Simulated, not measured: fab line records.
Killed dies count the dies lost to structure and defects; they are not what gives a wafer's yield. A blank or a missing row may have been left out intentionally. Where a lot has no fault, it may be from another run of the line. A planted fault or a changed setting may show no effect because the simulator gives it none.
Chamber matching	flow nandHarc	NHARC_P_BONDPAD_ETCH_37 on rieDiel-10: 4 sister chambers
The step etches the open film in N2/H2, target depth 60 nm, overetch 18 nm, time 65.91 s. 14 wafers are shown with their chamber, then 7 later ones without.

WAFERS PAIRED WITH THEIR CHAMBERS
wafer	chamber	showerheadPlenumPTorr (Torr)	drypumpMotorCurrentA (A)	rfVppV (V)
L790.1	1	2.01	6.2	429.4
L790.2	2	1.93	5.9	426.8
L790.5	0	2.13	5.9	432.2
L792.3	0	2.13	5.9	431.3
L792.4	1	2.00	6.2	431.6
L792.5	2	1.93	5.9	426.7
L793.2	2	1.93	5.9	426.4
L793.3	0	2.13	5.9	433.0
L793.5	0	2.13	5.9	432.5
L794.2	3	1.91	5.6	426.4
L794.4	1	2.00	6.2	429.1
L794.5	0	2.13	5.9	432.9
L795.2	1	2.00	6.2	429.1
L795.5	3	1.91	5.7	427.6

SIGNATURES, as means of the wafers listed above
reading	chamber 0	chamber 1	chamber 2	chamber 3	scatter within a chamber
showerheadPlenumPTorr	2.1300	2.0025	1.9300	1.9100	0.00274
drypumpMotorCurrentA	5.900	6.200	5.900	5.650	0.0224
rfVppV	432.380	429.800	426.633	427.000	0.84
Rule: for each reading, subtract the chamber's mean from the wafer's reading, divide by that reading's scatter and square the result; add these up over the readings and take the root, which gives the wafer's distance from the chamber. The wafer belongs to the nearest chamber; if the next one is less than 2 further off, it can't be placed. How the scatter is found: for the shown wafers, subtract from each reading the mean of its chamber, square and add these, divide the total by (wafers less chambers), then take the root.

WAFERS WITH NO CHAMBER GIVEN
wafer	showerheadPlenumPTorr (Torr)	drypumpMotorCurrentA (A)	rfVppV (V)
L795.6	1.93	5.9	427.4
L796.1	1.93	6.0	425.7
L796.4	2.13	5.9	432.2
L796.6	1.93	5.9	426.7
L807.1	2.13	5.9	430.9
L807.4	2.13	5.9	433.7
L807.5	1.90	5.7	426.7

CHAMBER TAKEN BY EACH
wafer	from the rows above	in truth
L795.6	2	2
L796.1	2	2
L796.4	0	0
L796.6	2	2
L807.1	0	0
L807.4	0	0
L807.5	3	3
Correctly placed: 7 of 7. Not placeable from these rows: 0. Placed wrongly: 0.
